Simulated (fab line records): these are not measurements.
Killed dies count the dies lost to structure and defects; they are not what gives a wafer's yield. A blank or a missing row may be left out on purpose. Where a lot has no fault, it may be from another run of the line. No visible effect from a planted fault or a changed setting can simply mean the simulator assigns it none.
fab line records	flow n5_finfet
[record] lots = 7	wafers = 21	last_day = 19
route steps=1938 shown BEOL_M0_SAQP@658 BEOL_M4@1111 PASSIVATION@1936
lots that met no fault: from a run of the same line without faults
start_h: hours from the record's opening day to when the first of the lot's shown wafers began	wait_h: time in hours since the lot's previous step	" repeats the value in the row above	L1.1+2: several wafers, shown together as one row	- either no value or no given start	* or withheld: withheld	< > ~ a bound
route shown NAME@n: names a module that has steps shown in the file, with the first one's number in the route	usual: mean/standard deviation taken from wafers without a fault	same: alike in all rows	chamber/n: place in a boat	sites: per-site readings	_std_site: the values' standard deviation	_edge_site: mean of outer sites minus mean of inner sites	radius_mm: how far each site lies from the wafer's centre	mask NAME#n: copy n	behind: the most recent tool/chamber to have shaped the wafer	hold: why the lot was held/for how many hours/how that ended	device: names the non-switching transistor (n, p or np)	end of line: tests run on the same wafers once the route is complete	a step with no rows: only its recipe	killed: dies that structure and defects cost at the first sort, which is not the same as the wafer's yield	map: a wafer's dies, marking killed ones x, the rest . and places with no die _
set.NAME: the setting the step ran with; set.NAME@STEP: the setting that earlier step ran with	model.NAME: the simulator's own value behind a step, which no gauge read
certain route steps with their lots: each step a table, each wafer a row
services: the hour from which a tool's chamber was out of use, counted from the record's first day as start_h (under 0 if before that day), plus the number of hours and why
[[steps]]
[step N5_BEOL_M0_SAQP_MANDREL_ETCH_20]
[recipe] target_depth_a = 600	chemistry = HBr/Cl2	target = a-Si	stop_on = SiNx	bt_time_s = 10	mask_material = SOC	over_etch_frac = 0.5	time_s = 30	pressure_mtorr = 10	icp_w = 800	bias_w = 75	HBr_flow_sccm = 150	Cl2_flow_sccm = 80	ends = end_point
[step N5_BEOL_M0_SAQP_STRIP_86]
[recipe] chemistry = N2/H2	power_w = 500	temp_c = 40	pressure_mtorr = 50	rf_frequency_hz = 6e+07	overash_fraction = 0.3	bias_power_w = 28	h2_frac = 0.5	n2_flow_sccm = 300	h2_flow_sccm = 300
[step N5_BEOL_M0_SAQP_STRIP_115]
[recipe] chemistry = post_etch_residue_remover	time_s = 60	temp_c = 25	remover_ph = withheld	remover_water_wt_pct = withheld	remover_fluoride_wt_pct = withheld
[step N5_BEOL_M0_SAQP_SRD_93]
[recipe] dry = ipa_marangoni	time_s = 30	temp_c = 23	rinse_liquid = diw
[step N5_BEOL_M0_SAQP_RECESS_114]
[recipe] chemistry = HF/NH3	target = SiO2	target_depth_a = 144	afs_cycles = 3	temp_c = 30	sublimation_temp_c = 180	sublimation_time_s = 60
[usual] drypump_motor_current_A = 6.1/0.41
[same] afs_cycles = 3
lot.wafer	tool	chamber	start_h	wait_h	drypump_motor_current_A
L810.2	vapor_etch-01	1	138.43	0.0	5.6
L810.4	"	1	"	"	5.6
L810.6	"	1	"	"	5.6
L822.2	vapor_etch-02	1	192.45	0.0	6.4
L822.4	"	1	"	"	6.4
L822.6	"	0	"	"	6.2
L823.1	vapor_etch-02	1	201.99	0.0	6.4
L823.4	"	0	"	"	6.2
L823.5	"	0	"	"	6.2
L824.1	vapor_etch-02	1	206.96	0.0	6.4
L824.2	"	0	"	"	6.2
L824.5	"	1	"	"	6.4
L825.2	vapor_etch-01	0	209.55	0.0	6.5
L825.3	"	0	"	"	6.5
L825.5	"	0	"	"	6.5
L831.1	vapor_etch-01	0	240.42	0.0	6.5
L831.2	"	1	"	"	5.6
L831.6	"	0	"	"	6.5
L832.3	vapor_etch-01	1	248.53	0.1	5.6
L832.4	"	0	"	"	6.5
L832.6	"	1	"	"	5.6
[step N5_BEOL_M0_SAQP_SPACER1_ALD_98]
[recipe] material = SiO2	target_thk_a = 128	temp_c = 300	ald_precursor_family = BDEAS	ald_co_reactant = O2-plasma	pulse_time_s = 1	purge_time_s = 2	co_reactant_purge_time_s = 2	ald_cycles = 138	pressure_torr = 2
[usual] heater_power_w = 487/41	precursor_pulse_height_rel = 0.998/0.02
[same] pulse_time_s = 1
lot.wafer	tool	chamber	start_h	wait_h	heater_power_w	precursor_pulse_height_rel
L810.2	ald_sin-03	1	138.81	0.3	428	0.979
L810.4	"	2	"	"	521	1.011
L810.6	"	3	"	"	451	0.968
L822.2	ald_sin-02	3	195.41	2.8	516	1.010
L822.4	"	1	"	"	542	1.007
L822.6	"	0	"	"	426	0.983
L823.1	ald_sin-02	1	202.37	0.3	546	0.991
L823.4	"	2	"	"	434	1.032
L823.5	"	3	"	"	514	0.999
L824.1	ald_sin-03	1	207.80	0.7	438	1.017
L824.2	"	0	"	"	536	1.004
L824.5	"	0	"	"	534	1.013
L825.2	ald_sin-03	2	209.93	0.3	520	1.049
L825.3	"	0	"	"	536	0.992
L825.5	"	3	"	"	446	0.994
L831.1	ald_sin-03	3	240.80	0.3	468	0.968
L831.2	"	1	"	"	422	1.028
L831.6	"	3	"	"	461	0.996
L832.3	ald_sin-02	3	248.85	0.2	496	0.987
L832.4	"	1	"	"	558	1.017
L832.6	"	3	"	"	502	1.018
[step N5_BEOL_M0_SAQP_SPACER1_ETCHBACK_99]
[recipe] chemistry = CHF3/O2	mode = anisotropic_etchback	target = SiO2	target_depth_a = 154	time_s = 7.7	pressure_mtorr = 30	source_w = 650	bias_w = 170	Ar_flow_sccm = 200	CHF3_flow_sccm = 50	O2_flow_sccm = 5	ion_energy_ev = 200
[usual] CHF3_flow_sccm = 49.99/0.15	drypump_motor_current_A = 5.6/0.45	oes_product_au = 0.79/0.1	rf_vpp_V = 525/15	showerhead_plenum_p_Torr = 2.43/0.08	throttle_valve_pct = 18.9/0.33
lot.wafer	tool	chamber	start_h	wait_h	CHF3_flow_sccm	drypump_motor_current_A	oes_product_au	rf_hours_counter_h	rf_vpp_V	showerhead_plenum_p_Torr	throttle_valve_pct
L810.2	rie_diel-02	1	139.29	0.3	50.20	5.9	0.72	168	517	2.50	19.1
L810.4	"	2	"	"	49.92	5.7	0.70	232	513	2.39	19.4
L810.6	"	1	"	"	50.09	5.9	0.72	-	518	2.50	19.1
L822.2	rie_diel-04	3	195.88	0.3	50.06	5.0	0.89	32	535	2.48	18.5
L822.4	"	0	"	"	50.23	5.3	0.93	15	552	2.55	18.4
L822.6	"	0	"	"	50.00	5.3	0.94	-	553	2.55	18.4
L823.1	rie_diel-02	0	202.85	0.3	49.94	6.0	0.72	194	537	2.40	19.1
L823.4	"	1	"	"	49.90	5.9	0.70	186	518	2.50	19.1
L823.5	"	2	"	"	50.00	5.6	0.68	-	512	2.38	19.4
L824.1	rie_diel-04	1	208.27	0.3	49.79	6.2	0.69	239	536	2.31	19.3
L824.2	"	0	"	"	50.21	5.3	0.92	18	552	2.55	18.3
L824.5	"	2	"	"	50.19	4.9	0.81	-	498	2.44	18.9
L825.2	rie_diel-04	2	210.41	0.3	50.16	4.9	0.81	95	499	2.44	18.9
L825.3	"	0	"	"	50.00	5.3	0.92	19	551	2.55	18.4
L825.5	"	3	"	"	49.91	5.0	0.88	-	535	2.48	18.5
L831.1	rie_diel-02	2	241.28	0.3	49.73	5.7	0.97	4	513	2.38	19.0
L831.2	"	1	"	"	49.65	5.9	0.70	198	518	2.49	19.2
L831.6	"	1	"	"	49.67	5.9	0.71	-	517	2.49	19.2
L832.3	rie_diel-05	1	249.33	0.3	50.11	5.5	0.67	233	521	2.35	18.8
L832.4	"	0	"	"	50.03	6.5	0.70	213	545	2.51	19.4
L832.6	"	3	"	"	49.75	5.3	0.98	-	517	2.34	18.7
[step N5_BEOL_M0_SAQP_MANDREL1_REMOVE_100]
[recipe] chemistry = HBr/Cl2/O2	bt_time_s = 10	target = a-Si	stop_on = SiNx	endpoint = OES-SiCl	over_etch_frac = 0.85	icp_w = 600	bias_w = 30	HBr_flow_sccm = 150	Cl2_flow_sccm = 80	O2_flow_sccm = 5	pressure_mtorr = 10
[step N5_BEOL_M0_SAQP_CD_MEAS_25]
[recipe] target_cd_nm = 13.1	landing_energy_ev = 1000	detector = se_inlens
[usual] cd_nm = 12.83/0.23
lot.wafer	tool	chamber	start_h	wait_h	cd_nm
L810.2	cd_sem-02	0	139.49	0.1	13.03
L810.4	"	0	"	"	12.99
L810.6	"	0	"	"	12.89
L822.2	cd_sem-03	0	196.08	0.1	13.02
L822.4	"	0	"	"	12.56
L822.6	"	0	"	"	13.06
L823.1	cd_sem-01	0	203.04	0.1	12.96
L823.4	"	0	"	"	12.84
L823.5	"	0	"	"	13.02
L824.1	cd_sem-02	0	208.47	0.1	12.57
L824.2	"	0	"	"	12.34
L824.5	"	0	"	"	12.87
L825.2	cd_sem-02	0	210.61	0.1	13.10
L825.3	"	0	"	"	12.82
L825.5	"	0	"	"	13.12
L831.1	cd_sem-03	0	241.48	0.1	12.74
L831.2	"	0	"	"	12.76
L831.6	"	0	"	"	12.68
L832.3	cd_sem-03	0	249.53	0.1	12.94
L832.4	"	0	"	"	12.59
L832.6	"	0	"	"	12.63
[step N5_BEOL_M0_SAQP_ETCH_101]
[recipe] chemistry = CH3F/O2	target = SiNx	mask_material = SiO2	target_depth_a = 299	time_s = 42.7	pressure_mtorr = 30	source_w = 395	bias_w = 73	Ar_flow_sccm = 150	CH3F_flow_sccm = 30	O2_flow_sccm = 20	ion_energy_ev = 120
[usual] drypump_motor_current_A = 5.6/0.42	oes_product_au = 0.79/0.1	rf_vpp_V = 298/8.1	showerhead_plenum_p_Torr = 2.02/0.07	throttle_valve_pct = 16.3/0.32
lot.wafer	tool	chamber	start_h	wait_h	drypump_motor_current_A	oes_product_au	rf_hours_counter_h	rf_vpp_V	showerhead_plenum_p_Torr	throttle_valve_pct
L810.2	rie_diel-05	1	139.53	0.0	5.5	0.70	199	295	1.96	16.3
L810.4	"	3	"	"	5.3	0.69	-	295	1.95	16.6
L810.6	"	2	"	"	5.8	0.96	-	290	1.95	15.9
L822.2	rie_diel-04	2	196.12	0.0	4.9	0.81	91	283	2.02	16.3
L822.4	"	3	"	"	5.0	0.89	32	303	2.06	16.0
L822.6	"	2	"	"	4.9	0.81	-	284	2.02	16.3
L823.1	rie_diel-02	2	203.08	0.0	5.6	0.68	249	290	1.98	16.8
L823.4	"	0	"	"	6.0	0.73	194	303	1.99	16.5
L823.5	"	2	"	"	5.6	0.69	-	291	1.98	16.8
L824.1	rie_diel-04	2	208.51	0.0	4.9	0.81	94	283	2.02	16.3
L824.2	"	0	"	"	5.2	0.91	18	314	2.12	15.8
L824.5	"	1	"	"	6.2	0.68	-	305	1.92	16.7
L825.2	rie_diel-02	1	210.65	0.0	5.9	0.71	188	294	2.07	16.6
L825.3	"	0	"	"	6.1	0.71	196	303	1.99	16.5
L825.5	"	1	"	"	5.9	0.71	-	294	2.07	16.6
L831.1	rie_diel-02	0	241.52	0.0	6.0	0.71	206	304	1.98	16.5
L831.2	"	3	"	"	5.4	0.85	52	300	2.11	16.1
L831.6	"	3	"	"	5.4	0.86	-	299	2.11	16.2
L832.3	rie_diel-02	0	249.57	0.0	6.0	0.71	209	304	1.98	16.6
L832.4	"	0	"	"	6.0	0.71	-	304	1.98	16.6
L832.6	"	1	"	"	5.8	0.70	-	294	2.07	16.6
[step N5_BEOL_M0_SAQP_ETCH_102]
[recipe] chemistry = CF4	target = SiO2	target_depth_a = 40	ion_energy_ev = 350	time_s = 4.4	pressure_mtorr = 10	icp_w = 800	bias_w = 400	cf4_flow_sccm = 80
[usual] drypump_motor_current_A = 5.5/0.49	oes_product_au = 0.998/0.024	throttle_valve_pct = 21.72/0.21
lot.wafer	tool	chamber	start_h	wait_h	drypump_motor_current_A	oes_product_au	rf_hours_counter_h	throttle_valve_pct
L810.2	rie_si-06	2	139.64	0.1	4.8	0.977	143	21.64
L810.4	"	1	"	"	5.7	0.982	-	22.02
L810.6	"	2	"	"	4.8	0.989	-	21.66
L822.2	rie_si-03	1	196.22	0.1	5.2	1.020	72	21.52
L822.4	"	3	"	"	5.4	1.024	0	21.80
L822.6	"	0	"	"	5.9	0.999	-	21.74
L823.1	rie_si-06	3	203.19	0.1	5.2	0.994	3	21.63
L823.4	"	0	"	"	6.3	0.985	1	22.14
L823.5	"	0	"	"	6.3	0.993	-	22.15
L824.1	rie_si-02	1	208.62	0.1	5.7	1.049	19	21.79
L824.2	"	0	"	"	5.8	0.965	172	21.43
L824.5	"	2	"	"	6.4	1.013	-	21.60
L825.2	rie_si-06	0	210.75	0.1	6.3	0.996	1	22.14
L825.3	"	3	"	"	5.2	1.011	3	21.62
L825.5	"	1	"	"	5.7	0.985	-	21.99
L831.1	rie_si-06	0	241.62	0.1	6.3	0.993	2	22.14
L831.2	"	3	"	"	5.2	0.994	4	21.64
L831.6	"	1	"	"	5.7	0.983	-	22.02
L832.3	rie_si-02	1	249.68	0.1	5.6	1.051	20	21.79
L832.4	"	0	"	"	5.8	0.972	173	21.45
L832.6	"	0	"	"	5.8	0.972	-	21.45
[step N5_BEOL_M0_SAQP_MANDREL_ETCH_103]
[recipe] chemistry = HBr/Cl2	target = a-Si	target_depth_a = 450	bt_time_s = 10	stop_on = SiCN	mask_material = SiO2	over_etch_frac = 0.8	time_s = 27	pressure_mtorr = 10	icp_w = 800	bias_w = 75	HBr_flow_sccm = 150	Cl2_flow_sccm = 80	ends = end_point
[step N5_BEOL_M0_SAQP_RECESS_104]
[recipe] chemistry = HF/NH3	target = SiO2	target_depth_a = 180	afs_cycles = 3	temp_c = 30	sublimation_temp_c = 180	sublimation_time_s = 60
[usual] afs_cycles = 3/0	drypump_motor_current_A = 6.27/0.26
lot.wafer	tool	chamber	start_h	wait_h	afs_cycles	drypump_motor_current_A
L810.2	vapor_etch-02	1	139.76	0.1	3	6.39
L810.4	"	1	"	"	3	6.39
L810.6	"	1	"	"	3	6.40
L822.2	vapor_etch-02	1	196.34	0.1	-	-
L822.4	"	0	"	"	-	-
L822.6	"	0	"	"	-	-
L823.1	vapor_etch-02	0	203.40	0.1	-	-
L823.4	"	1	"	"	-	-
L823.5	"	0	"	"	-	-
L824.1	vapor_etch-02	1	208.94	0.3	-	-
L824.2	"	0	"	"	-	-
L824.5	"	0	"	"	-	-
L825.2	vapor_etch-02	1	210.87	0.1	3	6.41
L825.3	"	1	"	"	3	6.42
L825.5	"	1	"	"	3	6.42
L831.1	vapor_etch-02	1	241.74	0.1	3	6.42
L831.2	"	0	"	"	3	6.23
L831.6	"	1	"	"	3	6.41
L832.3	vapor_etch-02	0	249.91	0.2	3	6.21
L832.4	"	1	"	"	3	6.41
L832.6	"	0	"	"	3	6.21
[step N5_BEOL_M0_SAQP_COAT_105]
[recipe] resist = SOC	temp_c = 250	time_s = 60	spin_rpm = 1500	resist_thk_nm = 100
[step N5_BEOL_M4_RC_MEAS_101]
[usual] DIBL_N = 36.6/2.1	DIBL_P = 36.5/2.7	IOFF_N = 0.17/0.043	IOFF_P = 0.22/0.045	ION_N = 674/17	ION_P = 461/9.9	SS_N = 71.7/0.79	SS_P = 73.4/0.79	VT_N = 249/4	VT_P = -250/3.3
lot.wafer	tool	chamber	start_h	wait_h	DIBL_N[mV/V]	DIBL_P[mV/V]	IOFF_N[nA/um]	IOFF_P[nA/um]	ION_N[uA/um]	ION_P[uA/um]	SS_N[mV/dec]	SS_P[mV/dec]	VT_N[mV]	VT_P[mV]
L810.2	prober-02	0	191.96	0.2	36.5	36.2	0.17	0.24	680	470	70.7	73.2	248	-246
L810.4	"	0	"	"	36.9	35.5	0.18	0.24	681	474	72.1	73.3	248	-246
L810.6	"	0	"	"	35.3	35.0	0.14	0.22	661	461	71.0	73.4	252	-248
L825.2	prober-02	0	274.16	0.2	34.9	36.4	0.14	0.20	674	472	70.8	73.4	251	-248
L825.3	"	0	"	"	38.0	39.6	0.18	0.24	679	462	72.4	74.1	248	-249
L825.5	"	0	"	"	39.4	41.1	0.20	0.27	668	459	72.8	74.0	248	-247
L832.3	prober-02	0	320.61	0.3	38.0	35.6	0.18	0.20	674	451	72.4	73.7	249	-249
L832.4	"	0	"	"	35.6	33.7	0.13	0.17	678	462	71.6	73.0	254	-253
L832.6	"	0	"	"	36.6	31.5	0.16	0.15	646	442	73.1	72.5	257	-253
L831.1	prober-02	0	340.49	0.0	35.9	32.9	0.12	0.15	661	450	71.2	72.7	254	-257
L831.2	"	0	"	"	36.8	34.8	0.13	0.16	659	450	71.7	73.7	255	-255
L831.6	"	0	"	"	37.4	35.9	0.16	0.19	685	461	72.0	73.0	251	-252
[step N5_PASSIVATION_PROBE_49]
[usual] defect_limited_yield = 91.5/1.7	killed_at_M0_to_M3 = 33/11	killed_at_M4_up = 13/5.2	killed_at_contacts = 11/5.7	killed_at_front_end = 39/11	killed_at_other = 4/3	killed_dies = 101/20	killed_on_rim = 13/4.1	killed_open = 66/15	killed_short = 33/8.4	sort_bin_5_function = 5.0/1.1	sort_bin_6_memory = 3.2/0.69	sort_bin_8_speed = 0.1/0.52	sort_n_pass = 1078/20	sort_yield_pct = 91.4/1.7
[same] gross_dies = 1180	killed_at_back_side = 0	sort_bin_4_leakage[%] = 0
lot.wafer	tool	chamber	start_h	wait_h	defect_limited_yield[%]	killed_at_M0_to_M3	killed_at_M4_up	killed_at_contacts	killed_at_front_end	killed_at_other	killed_dies	killed_on_rim	killed_open	killed_short	sort_bin_5_function[%]	sort_bin_6_memory[%]	sort_bin_8_speed[%]	sort_n_pass	sort_yield_pct[%]
L823.1	prober-01	-	354.10	0.0	0	1099	10	17	50	4	1180	152	95	38	95.3	4.5	0	0	0
L823.4	prober-01	-	354.25	0.2	0	1129	11	13	26	1	1180	152	64	34	96.5	3.4	0	0	0
L823.5	prober-01	-	354.30	0.2	0	1119	13	6	39	3	1180	152	68	33	97.5	2.4	0	0	0
L822.2	prober-02	-	371.51	0.1	0	1120	4	5	51	0	1180	152	62	36	96.7	2.9	0	0	0
L822.4	prober-02	-	371.61	0.2	0	1138	12	7	21	2	1180	152	57	23	96.9	2.6	0	0	0
L822.6	prober-02	-	371.71	0.3	0	1132	7	7	33	1	1180	152	72	30	96.5	3.1	0	0	0
L824.1	prober-01	-	372.54	0.0	0	1129	7	12	29	3	1180	152	53	25	97.1	2.6	0	0	0
L824.2	prober-01	-	372.59	0.1	0	1135	10	2	32	1	1180	152	60	39	96.1	3.8	0	0	0
L824.5	prober-01	-	372.74	0.2	0	1094	18	11	49	8	1180	152	98	56	94.3	4.9	0	0	0
L831.1	prober-02	-	447.81	0.0	91.9	24	15	11	39	6	95	14	56	34	4.7	3.2	0	1085	91.9
L831.2	prober-02	-	447.86	0.1	92.6	30	15	13	27	2	87	11	52	32	4.1	3.2	0	1093	92.6
L831.6	prober-02	-	448.06	0.3	91.9	21	16	3	40	15	95	12	61	32	4.5	3.4	0	1085	91.9
// killed by level:class
L823.1 BEOL_M0_SAQP:area_recess=1047 BEOL_M0_SAQP:geometric_particle:open=15 STI_FIN_REVEAL:geometric_particle:open=14 MOL_CONTACT_COAG:geometric_particle:open=13 FIN_SAQP:geometric_particle:short=9 BEOL_M2:geometric_particle:open=9 BEOL_M3:geometric_particle:open=9 GATE_CUT:geometric_particle:open=7
L823.4 BEOL_M0_SAQP:area_recess=1081 MOL_CONTACT_COAG:geometric_particle:open=13 BEOL_M0_SAQP:geometric_particle:short=12 BEOL_M0_SAQP:geometric_particle:open=9 BEOL_M3:geometric_particle:open=8 BEOL_M4:geometric_particle:open=7 BEOL_M1:geometric_particle:open=6 BEOL_M2:geometric_particle:open=5
L823.5 BEOL_M0_SAQP:area_recess=1079 BEOL_M3:geometric_particle:open=13 FIN_SAQP:geometric_particle:open=8 GATE_CUT:geometric_particle:open=6 MOL_CONTACT_COAG:geometric_particle:open=6 BEOL_M0_SAQP:geometric_particle:open=6 BEOL_M4:geometric_particle:open=6 BEOL_M2:geometric_particle:short=5
L822.2 BEOL_M0_SAQP:area_recess=1082 FIN_SAQP:geometric_particle:short=13 BEOL_M2:geometric_particle:open=13 BEOL_M3:geometric_particle:open=9 STI_FIN_REVEAL:geometric_particle:open=8 FIN_SAQP:geometric_particle:open=7 DUMMY_GATE:geometric_particle:open=5 MOL_CONTACT_COAG:geometric_particle:open=5
L822.4 BEOL_M0_SAQP:area_recess=1099 BEOL_M3:geometric_particle:open=13 GATE_CUT:geometric_particle:short=7 MOL_CONTACT_COAG:geometric_particle:open=7 BEOL_M1:geometric_particle:open=7 STI_FIN_REVEAL:geometric_particle:open=6 BEOL_M4:geometric_particle:open=6 BEOL_M0_SAQP:geometric_particle:short=5
L822.6 BEOL_M0_SAQP:area_recess=1077 STI_FIN_REVEAL:geometric_particle:open=15 BEOL_M2:geometric_particle:open=15 BEOL_M3:geometric_particle:open=14 BEOL_M0_SAQP:geometric_particle:open=10 BEOL_M0_SAQP:geometric_particle:short=5 MOL_CONTACT_COAG:geometric_particle:open=4 STI_FIN_REVEAL:geometric_particle:short=3
L824.1 BEOL_M0_SAQP:area_recess=1102 MOL_CONTACT_COAG:geometric_particle:open=10 BEOL_M0_SAQP:geometric_particle:open=7 FIN_SAQP:geometric_particle:open=6 BEOL_M0_SAQP:geometric_particle:short=6 BEOL_M4:geometric_particle:open=6 STI_FIN_REVEAL:geometric_particle:open=4 BEOL_M3:geometric_particle:open=4
L824.2 BEOL_M0_SAQP:area_recess=1081 BEOL_M0_SAQP:geometric_particle:short=21 BEOL_M0_SAQP:geometric_particle:open=14 BEOL_M3:geometric_particle:open=9 BEOL_M2:geometric_particle:open=7 BEOL_M4:geometric_particle:open=7 FIN_SAQP:geometric_particle:short=6 FIN_SAQP:geometric_particle:open=6
L824.5 BEOL_M0_SAQP:area_recess=1026 BEOL_M0_SAQP:geometric_particle:short=28 BEOL_M0_SAQP:geometric_particle:open=27 BEOL_M4:geometric_particle:open=14 MOL_CONTACT_COAG:geometric_particle:open=10 FIN_SAQP:geometric_particle:open=9 FIN_SAQP:geometric_particle:short=9 STI_FIN_REVEAL:geometric_particle:open=7
L831.1 FIN_SAQP:geometric_particle:open=10 MOL_CONTACT_COAG:geometric_particle:open=10 FIN_SAQP:geometric_particle:short=9 STI_FIN_REVEAL:geometric_particle:open=7 BEOL_M3:geometric_particle:short=5 BEOL_M4:geometric_particle:open=5 BEOL_M2:geometric_particle:open=4 BEOL_M3:geometric_particle:open=4
L831.2 MOL_CONTACT_COAG:geometric_particle:open=10 FIN_SAQP:geometric_particle:open=6 STI_FIN_REVEAL:geometric_particle:open=6 BEOL_M0:geometric_particle:short=6 BEOL_M1:geometric_particle:short=6 BEOL_M3:geometric_particle:open=6 BEOL_M0:geometric_particle:open=5 BEOL_M4:geometric_particle:open=5
L831.6 FIN_SAQP:geometric_particle:open=11 STI_FIN_REVEAL:geometric_particle:open=8 GATE_CUT:geometric_particle:short=6 BEOL_M3:geometric_particle:open=6 BEOL_M4:geometric_particle:open=5 FIN_SAQP:geometric_particle:short=4 BEOL_M2:geometric_particle:open=4 PASS1_CAP:geometric_particle:open=4
// map L822.2 (x killed, . not)
_________________xxxxxxxxxxxx________________
______________xxxxxxxxxxxxxxxxxx_____________
___________xxxxxxxxxxxxxxxxxxxxxxxx__________
__________xxxxxxxxxxxxxxxxxxxxxxxxxx_________
________xxxxxxxxxxxxxxxxxxxxxxxxxxxxxx_______
_______xxxxxxxxxxxxxxxxxxxxxxxxxxxxxxxx______
______xxxxxxxxxxxxxxxxxxxxxxxxxxxxxxxxxx_____
_____xxxxxxxxxxxxxxxxxxxxxxxxxxxxxxxxxxxx____
____xxxxxxxxxxxxxxxxxxxxxxxxxxxxxxxxxxxxxx___
___xxxxxxxxxxxxxxxxxxxxxxxxxxxxxxxxxxxxxxxx__
___xxxxxxxxxxxxxxxxxxxxxxxxxxxxxxxxxxxxxxxx__
__xxxxxxxxxxxxxxxxxxxxxxxxxxxxxxxxxxxxxxxxxx_
__xxxxxxxxxxxxxxxxxxxxxxxxxxxxxxxxxxxxxxxxxx_
_xxxxxxxxxxxxxxxxxxxxxxxxxxxxxxxxxxxxxxxxxxxx
_xxxxxxxxxxxxxxxxxxxxxxxxxxxxxxxxxxxxxxxxxxxx
_xxxxxxxxxxxxxxxxxxxxxxxxxxxxxxxxxxxxxxxxxxxx
_xxxxxxxxxxxxxxxxxxxxxxxxxxxxxxxxxxxxxxxxxxxx
_xxxxxxxxxxxxxxxxxxxxxxxxxxxxxxxxxxxxxxxxxxxx
_xxxxxxxxxxxxxxxxxxxxxxxxxxxxxxxxxxxxxxxxxxxx
_xxxxxxxxxxxxxxxxxxxxxxxxxxxxxxxxxxxxxxxxxxxx
_xxxxxxxxxxxxxxxxxxxxxxxxxxxxxxxxxxxxxxxxxxxx
__xxxxxxxxxxxxxxxxxxxxxxxxxxxxxxxxxxxxxxxxxx_
__xxxxxxxxxxxxxxxxxxxxxxxxxxxxxxxxxxxxxxxxxx_
___xxxxxxxxxxxxxxxxxxxxxxxxxxxxxxxxxxxxxxxx__
___xxxxxxxxxxxxxxxxxxxxxxxxxxxxxxxxxxxxxxxx__
____xxxxxxxxxxxxxxxxxxxxxxxxxxxxxxxxxxxxxx___
_____xxxxxxxxxxxxxxxxxxxxxxxxxxxxxxxxxxxx____
______xxxxxxxxxxxxxxxxxxxxxxxxxxxxxxxxxx_____
_______xxxxxxxxxxxxxxxxxxxxxxxxxxxxxxxx______
________xxxxxxxxxxxxxxxxxxxxxxxxxxxxxx_______
__________xxxxxxxxxxxxxxxxxxxxxxxxxx_________
___________xxxxxxxxxxxxxxxxxxxxxxxx__________
______________xxxxxxxxxxxxxxxxxx_____________
_________________xxxxxxxxxxxx________________
// map L823.1 (x killed, . not)
_________________xxxxxxxxxxxx________________
______________xxxxxxxxxxxxxxxxxx_____________
___________xxxxxxxxxxxxxxxxxxxxxxxx__________
__________xxxxxxxxxxxxxxxxxxxxxxxxxx_________
________xxxxxxxxxxxxxxxxxxxxxxxxxxxxxx_______
_______xxxxxxxxxxxxxxxxxxxxxxxxxxxxxxxx______
______xxxxxxxxxxxxxxxxxxxxxxxxxxxxxxxxxx_____
_____xxxxxxxxxxxxxxxxxxxxxxxxxxxxxxxxxxxx____
____xxxxxxxxxxxxxxxxxxxxxxxxxxxxxxxxxxxxxx___
___xxxxxxxxxxxxxxxxxxxxxxxxxxxxxxxxxxxxxxxx__
___xxxxxxxxxxxxxxxxxxxxxxxxxxxxxxxxxxxxxxxx__
__xxxxxxxxxxxxxxxxxxxxxxxxxxxxxxxxxxxxxxxxxx_
__xxxxxxxxxxxxxxxxxxxxxxxxxxxxxxxxxxxxxxxxxx_
_xxxxxxxxxxxxxxxxxxxxxxxxxxxxxxxxxxxxxxxxxxxx
_xxxxxxxxxxxxxxxxxxxxxxxxxxxxxxxxxxxxxxxxxxxx
_xxxxxxxxxxxxxxxxxxxxxxxxxxxxxxxxxxxxxxxxxxxx
_xxxxxxxxxxxxxxxxxxxxxxxxxxxxxxxxxxxxxxxxxxxx
_xxxxxxxxxxxxxxxxxxxxxxxxxxxxxxxxxxxxxxxxxxxx
_xxxxxxxxxxxxxxxxxxxxxxxxxxxxxxxxxxxxxxxxxxxx
_xxxxxxxxxxxxxxxxxxxxxxxxxxxxxxxxxxxxxxxxxxxx
_xxxxxxxxxxxxxxxxxxxxxxxxxxxxxxxxxxxxxxxxxxxx
__xxxxxxxxxxxxxxxxxxxxxxxxxxxxxxxxxxxxxxxxxx_
__xxxxxxxxxxxxxxxxxxxxxxxxxxxxxxxxxxxxxxxxxx_
___xxxxxxxxxxxxxxxxxxxxxxxxxxxxxxxxxxxxxxxx__
___xxxxxxxxxxxxxxxxxxxxxxxxxxxxxxxxxxxxxxxx__
____xxxxxxxxxxxxxxxxxxxxxxxxxxxxxxxxxxxxxx___
_____xxxxxxxxxxxxxxxxxxxxxxxxxxxxxxxxxxxx____
______xxxxxxxxxxxxxxxxxxxxxxxxxxxxxxxxxx_____
_______xxxxxxxxxxxxxxxxxxxxxxxxxxxxxxxx______
________xxxxxxxxxxxxxxxxxxxxxxxxxxxxxx_______
__________xxxxxxxxxxxxxxxxxxxxxxxxxx_________
___________xxxxxxxxxxxxxxxxxxxxxxxx__________
______________xxxxxxxxxxxxxxxxxx_____________
_________________xxxxxxxxxxxx________________
[[services]]
tool	chamber	start_h	hours	kind
rie_diel-04	0	124.66	-	clean
rie_diel-04	0	124.66	-	consumable_replace:focus_ring
rie_diel-04	0	124.66	-	consumable_replace:showerhead
rie_diel-04	0	124.66	17.3	scheduled_down
rie_diel-02	0	137.14	1.7	repair
rie_diel-05	0	139.20	12.1	repair
ald_sin-03	3	150.42	5.6	repair
rie_diel-02	2	167.26	2.7	repair
ald_sin-03	0	168.46	15.3	repair
rie_diel-04	3	171.42	1.6	repair
ald_sin-02	0	176.86	13.6	repair
rie_diel-04	1	190.80	1.3	repair
rie_si-02	-	191.63	14.6	pm
rie_diel-02	2	204.99	-	clean
rie_diel-02	2	204.99	-	consumable_replace:focus_ring
rie_diel-02	2	204.99	19.7	scheduled_down
rie_diel-02	2	204.99	19.7	vent_cycle
rie_si-06	1	219.17	2.3	repair
vapor_etch-02	-	219.72	0.2	repair
ald_sin-03	2	226.12	7.1	repair
ald_sin-02	1	226.49	5.0	repair
rie_diel-05	-	229.87	0.2	repair
ald_sin-02	-	236.11	2.8	pm
rie_si-06	0	243.03	21.1	repair
[[key]]
[first_sign] step = N5_BEOL_M0_SAQP_RECESS_104	reading = tool_record	direction = missing
[effect] step = N5_PASSIVATION_PROBE_49	reading = killed_at_M0_to_M3	direction = up	sigmas = 99+	usual = 33	struck = 1122
[more_kills_born_at] N5_BEOL_M0_SAQP_RECESS_104@vapor_etch-02 = 9671
met_at N5_BEOL_M0_SAQP_RECESS_104
struck_wafers L822.2,L822.4,L822.6,L823.1,L823.4,L823.5,L824.1,L824.2,L824.5
later_rows_left_out L822.2,L822.4,L822.6,L823.1,L823.4,L823.5,L824.1,L824.2,L824.5
onset_between 139.76 196.34
[fault] kind = skipped_step_whole	tool = vapor_etch-02	chamber = -	onset_h = 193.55	steps = N5_BEOL_M0_SAQP_RECESS_104	scope = struck_lots_only
// later_rows_left_out: the simulator's readings of these wafers behind a module that went badly wrong aren't trusted and aren't shown, but for the sort
